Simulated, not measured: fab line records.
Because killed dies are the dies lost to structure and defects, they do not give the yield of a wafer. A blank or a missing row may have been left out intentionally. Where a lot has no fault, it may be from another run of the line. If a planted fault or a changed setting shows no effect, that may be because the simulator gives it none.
Matching of chambers	flow nand-harc	NHARC_A_STAIRCASE_DESCUM_291 on rie-diel-03: 4 sister chambers
The step chemistry O2, time 3 s. 14 wafers are shown with their chamber, then 7 later ones without.

WAFERS WITH THEIR CHAMBER
wafer	chamber	showerhead-plenum-p-Torr (Torr)	oes-product-au (a.u.)	throttle-valve-pct (%)
L077.1	2	1.91	0.990	11.298
L077.2	0	1.92	0.981	11.313
L077.3	1	1.76	0.990	11.294
L078.1	2	1.91	0.997	11.308
L078.2	3	1.87	1.002	11.323
L078.4	0	1.92	0.973	11.314
L079.2	0	1.92	0.972	11.308
L079.5	3	1.87	0.995	11.315
L079.6	0	1.92	0.986	11.289
L083.2	3	1.87	0.997	11.321
L083.3	0	1.91	0.977	11.320
L083.4	2	1.90	1.005	11.335
L086.1	2	1.90	0.992	11.313
L086.2	3	1.87	0.990	11.321

SIGNATURES (averages over the wafers above)
reading	chamber 0	chamber 1	chamber 2	chamber 3	scatter within a chamber
showerhead-plenum-p-Torr	1.9180	1.7600	1.9050	1.8700	0.00424
oes-product-au	0.97780	0.99000	0.99600	0.99600	0.00585
throttle-valve-pct	11.30880	11.29400	11.31350	11.32000	0.0115
Rule: a wafer lies at a distance from a chamber equal to the root of the sum of squares, over the readings, of (its reading less the chamber's mean, divided by the reading's scatter). The wafer belongs to the nearest chamber; if the next one is less than 2 further off, it can't be placed. The scatter: take each reading less its chamber's mean, square it, sum over the shown wafers, divide by the number of wafers less the number of chambers, and take the root.

WAFERS MISSING THEIR CHAMBER
wafer	showerhead-plenum-p-Torr (Torr)	oes-product-au (a.u.)	throttle-valve-pct (%)
L086.5	1.91	0.983	11.303
L089.3	1.86	1.003	11.305
L089.4	1.91	0.979	11.313
L089.6	1.89	0.999	11.311
L091.1	2.07	0.989	11.316
L091.2	1.86	1.005	11.304
L091.3	1.91	0.983	11.308

EACH ONE'S CHAMBER
wafer	from the rows above	in truth
L086.5	can't be placed: 0 or 2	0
L089.3	3	3
L089.4	can't be placed: 0 or 2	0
L089.6	can't be placed: 2 or 3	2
L091.1	0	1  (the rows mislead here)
L091.2	3	3
L091.3	can't be placed: 0 or 2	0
Placed correctly: 2 of 7. Cannot be placed on the basis of these rows: 4; the candidates contain the true chamber in 4. 1 placed wrongly.
